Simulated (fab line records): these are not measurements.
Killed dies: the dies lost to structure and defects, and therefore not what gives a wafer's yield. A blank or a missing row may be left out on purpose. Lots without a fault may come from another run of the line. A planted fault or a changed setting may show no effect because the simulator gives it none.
Matching of chambers :: flow nand harc :: NHARC_A_CHANNEL_HOLE_D1_ETCH_44 on rie diel-02 has 4 sister chambers
The step etches the open film in CF4/O2, target depth 140 nm, overetch 14 nm, time 77 s. 4 wafers are shown with their chamber, then 8 later ones without.

== WAFERS WITH THEIR CHAMBER ==
wafer: L084.3
chamber: 1
drypump motor current A (A): 5.0

wafer: L084.4
chamber: 2
drypump motor current A (A): 5.9

wafer: L084.5
chamber: 3
drypump motor current A (A): 5.9

wafer: L087.1
chamber: 0
drypump motor current A (A): 5.6

== WAFERS WHOSE CHAMBER IS MISSING ==
wafer: L087.3
drypump motor current A (A): 6.0

wafer: L087.6
drypump motor current A (A): 5.9

wafer: L088.2
drypump motor current A (A): 5.6

wafer: L088.5
drypump motor current A (A): 5.9

wafer: L088.6
drypump motor current A (A): 6.0

wafer: L094.3
drypump motor current A (A): 5.0

wafer: L094.4
drypump motor current A (A): 5.9

wafer: L094.5
drypump motor current A (A): 5.9

== THE CHAMBER EACH PASSED THROUGH ==
wafer: L087.3
from the rows above: can't be placed: 2 or 3
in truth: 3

wafer: L087.6
from the rows above: can't be placed: 2 or 3
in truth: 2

wafer: L088.2
from the rows above: 0
in truth: 0

wafer: L088.5
from the rows above: can't be placed: 2 or 3
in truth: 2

wafer: L088.6
from the rows above: can't be placed: 2 or 3
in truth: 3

wafer: L094.3
from the rows above: 1
in truth: 1

wafer: L094.4
from the rows above: can't be placed: 2 or 3
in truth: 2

wafer: L094.5
from the rows above: can't be placed: 2 or 3
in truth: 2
2 of 8 placed correctly. Unplaceable from these rows: 6, with the true chamber sitting among the candidates in 6. Number placed wrongly: 0.
How it was worked out, from the rows above alone: a wafer's distance from a chamber is the root of the sum, over the readings, of the square of ((its reading less the chamber's mean) divided by the reading's scatter). If the next closest chamber is less than 2 further off than the closest, the wafer can't be placed; otherwise it belongs to the closest. A chamber's mean is the mean of its shown wafers. The scatter: with one shown wafer a chamber, the root of the mean of the squares of how far each hidden wafer lies from its nearest shown one.
